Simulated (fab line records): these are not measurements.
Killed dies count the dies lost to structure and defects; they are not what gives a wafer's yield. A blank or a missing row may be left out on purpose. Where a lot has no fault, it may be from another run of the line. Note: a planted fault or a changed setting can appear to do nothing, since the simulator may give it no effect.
Matching of chambers    flow nand_harc    NHARC_A_STAIRCASE_TRIM_220 on rie_diel-08 has 4 sister chambers
The step chemistry O2, time 211.2 s. 4 wafers are shown with their chamber, then 10 later ones without.

## WAFERS PAIRED WITH THEIR CHAMBERS
wafer   chamber  showerhead_plenum_p_Torr (Torr)
L084.1  2        3.58
L084.5  3        3.37
L085.1  0        3.53
L085.2  1        3.42

## WAFERS MISSING THEIR CHAMBER
wafer   showerhead_plenum_p_Torr (Torr)
L085.4  3.58
L087.3  3.58
L087.5  3.52
L087.6  3.36
L094.1  3.41
L094.2  3.57
L094.3  3.52
L093.3  3.41
L093.4  3.36
L093.5  3.36

## WHICH CHAMBER EACH WENT THROUGH
wafer   from the rows above  in truth
L085.4  2                    2
L087.3  2                    2
L087.5  0                    0
L087.6  3                    3
L094.1  1                    1
L094.2  2                    2
L094.3  0                    0
L093.3  1                    1
L093.4  3                    3
L093.5  3                    3
Correct placement for 10 of the 10. Left unplaced by these rows: 0. Placed wrongly: 0.
How it was worked out, from the rows above alone: a wafer's distance from a chamber is the root of the sum, over the readings, of the square of ((its reading less the chamber's mean) divided by the reading's scatter). The wafer belongs to the nearest chamber; if the next one is less than 2 further off, it can't be placed. The mean given for a chamber averages the wafers shown for that chamber. The scatter: root of mean squared gap, hidden wafer to nearest shown wafer, with one shown wafer a chamber.
